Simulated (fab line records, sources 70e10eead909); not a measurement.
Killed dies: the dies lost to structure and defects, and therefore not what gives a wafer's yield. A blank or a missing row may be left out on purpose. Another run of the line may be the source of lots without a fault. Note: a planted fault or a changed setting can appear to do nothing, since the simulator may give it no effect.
Which tool is to blame? | flow nand-harc | 36 wafers from 12 lots sampled at 2 of the route's 1159 steps

## WHAT THE GAUGES SHOWED, per wafer
NHARC_P_BONDPAD_INSPECT_23.
lot  | measured     | on                | raw-defect-count
L075 | day 7 02:04  | defect-inspect-02 | 436 262 228
L076 | day 7 12:16  | defect-inspect-01 | 319 375 353
L081 | day 7 20:17  | defect-inspect-02 | 232 186 427
L080 | day 8 00:33  | defect-inspect-02 | 331 261 277
L083 | day 8 20:41  | defect-inspect-02 | 237 192 168
L085 | day 9 04:54  | defect-inspect-02 | 212 250 396
L087 | day 9 20:23  | defect-inspect-01 | 435 313 248
L089 | day 10 05:26 | defect-inspect-02 | 175 245 233
L091 | day 10 13:22 | defect-inspect-02 | 125 261 272
L093 | day 11 03:47 | defect-inspect-02 | 205 258 326
L095 | day 11 19:49 | defect-inspect-01 | 491 331 307
L097 | day 12 13:40 | defect-inspect-01 | 495 205 495

## EACH LOT AND THE TOOL THAT RAN IT (in order: tool; ch and the chambers of the sampled wafers; start)
lot  | NHARC_P_BONDPAD_CMP_19
L075 | cmp-03 ch 1,2,3, day 7 01:35
L076 | cmp-01 ch 1,2,3, day 7 11:48
L081 | cmp-03 ch 0,2,3, day 7 19:44
L080 | cmp-02 ch 0,2,3, day 8 00:06
L083 | cmp-01 ch 2,3, day 8 20:08
L085 | cmp-02 ch 0,3, day 9 04:23
L087 | cmp-03 ch 1,2, day 9 19:52
L089 | cmp-01 ch 0,1, day 10 04:53
L091 | cmp-01 ch 0,1,3, day 10 12:49
L093 | cmp-02 ch 1,2,3, day 11 03:14
L095 | cmp-03 ch 0,1,3, day 11 19:17
L097 | cmp-02 ch 0,1,3, day 12 13:07
- NHARC_P_BONDPAD_CMP_19: polishes, t overpolish 30 s, cu recess touch 16 s, target thk 160.81 nm.

## THE ANSWER, worked out from the rows above alone
Rule: the lots themselves supply what counts as usual. The widest of any qualifying gaps counts: lots, ordered by their means at a reading, are off when they make up no more than a third of the lots, leave a main group of 4 or more, and stand apart from it by 3 or more times the standard deviation of that group's means. If all means in a main group match to the digits the tables above print for the reading, that group is not used. Also off: a lot with no number at a reading for which 4 or more lots have one. Any other lot the step has rows for is counted as sound.
None of the lots is off at any reading shown; this tells nothing.

## WHAT HAD BEEN PUT IN BY THE SIMULATOR
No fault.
